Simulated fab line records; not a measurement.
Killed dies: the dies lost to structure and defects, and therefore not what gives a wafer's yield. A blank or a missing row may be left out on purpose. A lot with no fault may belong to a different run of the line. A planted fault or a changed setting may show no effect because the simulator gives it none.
Split-lot study -- flow n5 finfet -- on a route of 1938 steps: 7 lots, 39 wafers read

## ABOUT THE SPLIT
At N5_BEOL_M14_DESCUM_33 (chemistry O2, time 7.9 s), the setting time s was moved away from the recipe's 7.9 s on 15 of the 39 wafers read, by -38.6% to +57.5%. The other wafers ran this setting at the recipe's value.

Between the split and the reading, the file records no step.

## THE READING
coat_of_BEOL_M14_COAT_22.thk nm (the simulator's own value, which no gauge read), in nm, at N5_BEOL_M14_ETCH_67 (etches SiARC in CF4, target depth 143 nm, time 238.3 s). There is no usual value for it anywhere in the file. The 24 wafers here that ran the recipe average 211.2 nm, standard deviation 0.89 nm.

wafer,"tool, chamber at the split","time s as run, s",against the recipe,"coat_of_BEOL_M14_COAT_22.thk nm, nm",against lot-mates on the recipe
L075.1,"rie diel-03, 1",7.9,recipe,211.4,-
L075.6,"rie diel-03, 2",7.9,recipe,211.4,-
L075.2,"rie diel-03, 0",11.01,+39.4%,209,-2.6
L075.3,"rie diel-03, 2",7.9,recipe,212,-
L075.4,"rie diel-03, 1",11.01,+39.4%,210.6,-1.0
L075.5,"rie diel-03, 0",11.01,+39.4%,210.4,-1.2
L078.1,"rie diel-03, 2",6.513,-17.6%,212,+0.9
L078.2,"rie diel-03, 0,1,2",7.9,recipe,211.2,-
L078.4,"rie diel-03, 0,1,2",7.9,recipe,211.2,-
L078.3,"rie diel-03, 1",6.513,-17.6%,211.8,+0.7
L078.5,"rie diel-03, 0,1,2",7.9,recipe,211,-
L078.6,"rie diel-03, 0",6.513,-17.6%,212.4,+1.3
L079.1,"rie diel-01, 0",7.9,recipe,211,-
L079.2,"rie diel-01, 2",12.44,+57.5%,208.2,-2.8
L079.3,"rie diel-01, 1",12.44,+57.5%,209,-2.0
L079.4,"rie diel-01, 3",12.44,+57.5%,207.6,-3.4
L079.5,"rie diel-01, 2",7.9,recipe,211.2,-
L079.6,"rie diel-01, 3",7.9,recipe,210.8,-
L082.1,"rie diel-03, 2",7.9,recipe,212.8,-
L082.2,"rie diel-03, 0",7.9,recipe,211.8,-
L082.3,"rie diel-03, 3",10.29,+30.3%,209.8,-2.2
L082.4,"rie diel-03, 1",7.9,recipe,211.4,-
L082.5,"rie diel-03, 0",10.29,+30.3%,211,-1.0
L082.6,"rie diel-03, 1",10.29,+30.3%,210.4,-1.6
L083.1,"rie diel-04, 3",7.9,recipe,212.4,-
L083.2,"rie diel-04, 1,0",7.9,recipe,212.2,-
L083.5,"rie diel-04, 1,0",7.9,recipe,212.2,-
L083.3,"rie diel-04, 0",7.9,recipe,211.8,-
L083.4,"rie diel-04, 1",7.9,recipe,211.4,-
L083.6,"rie diel-04, 3",7.9,recipe,212,-
L091.1,"rie diel-04, 0",4.847,-38.6%,211.8,+1.7
L091.3,"rie diel-04, 3",4.847,-38.6%,211.8,+1.7
L091.2,"rie diel-04, 2",4.847,-38.6%,212,+1.9
L091.4,"rie diel-04, 1,3",7.9,recipe,210.4,-
L091.6,"rie diel-04, 1,3",7.9,recipe,210.4,-
L091.5,"rie diel-04, 2",7.9,recipe,209.4,-
L095.2,"rie diel-04, 3,2",7.9,recipe,209.8,-
L095.3,"rie diel-04, 1",7.9,recipe,210,-
L095.6,"rie diel-04, 3,2",7.9,recipe,209.6,-
The file does not say which wafer passed through which chamber wherever a row lists several chambers: such a row stands for several wafers.

THE FIT
A straight line over all 39 wafers: coat_of_BEOL_M14_COAT_22.thk nm changes by -0.0365 nm for each +1% of time s; r = -0.72; the points scatter about the line by 0.85 nm.
The same after taking each lot's own level away (the mean of its wafers on the recipe; 39 wafers): -0.0469 nm for each +1%; r = -0.94; scatter 0.42 nm.
That fit puts the effect of the largest move of time s on the reading at 2.7 nm.
The span of the lots' own levels, 209.80 to 212.00 nm, comes to 2.5 times the standard deviation stated above.
So the lot-to-lot level blurs the effect unless lot-mates are compared.
Check: with one of the wafers moved furthest among these (+57.5%) left out of the fit, the line predicts -2.67 nm for it against its lot-mates. Against them it came out at -2.8 nm.

## ADDITIONAL SPLITS CARRIED BY THESE WAFERS
Other splits were also applied to these wafers ahead of the reading. Each is held against what the fit with the lots' levels taken away leaves over:
other split on the same wafers,wafers away from the commonest value,r with coat_of_BEOL_M14_COAT_22.thk nm (lot level and that fit taken away)
N5_BEOL_M6_HM_DEP_02 target thk a,18,-0.14
N5_BEOL_M8_ETCH_66 target depth a,15,-0.18
N5_BEOL_M11_ETCH_41 time s,12,+0.03

## THE WHOLE CHAIN: every reading that the file lists as answering this split, in the file's order
step,what it does,reading,change (the file's fit),r (the file's)
N5_BEOL_M14_DESCUM_33,"chemistry O2, time 7.9 s","coat_of_BEOL_M14_COAT_22.thk nm (the simulator's own value, which no gauge read)",-0.0482 nm for each +1% of the setting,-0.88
N5_BEOL_M14_ETCH_67,"etches SiARC in CF4, target depth 143 nm, time 238.3 s","coat_of_BEOL_M14_COAT_22.thk nm (the simulator's own value, which no gauge read)",-0.0468 nm for each +1% of the setting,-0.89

## THE FILE'S OWN FIT
coat_of_BEOL_M14_COAT_22.thk nm changes by -0.0468 nm for each +1% of time s, r = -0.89.
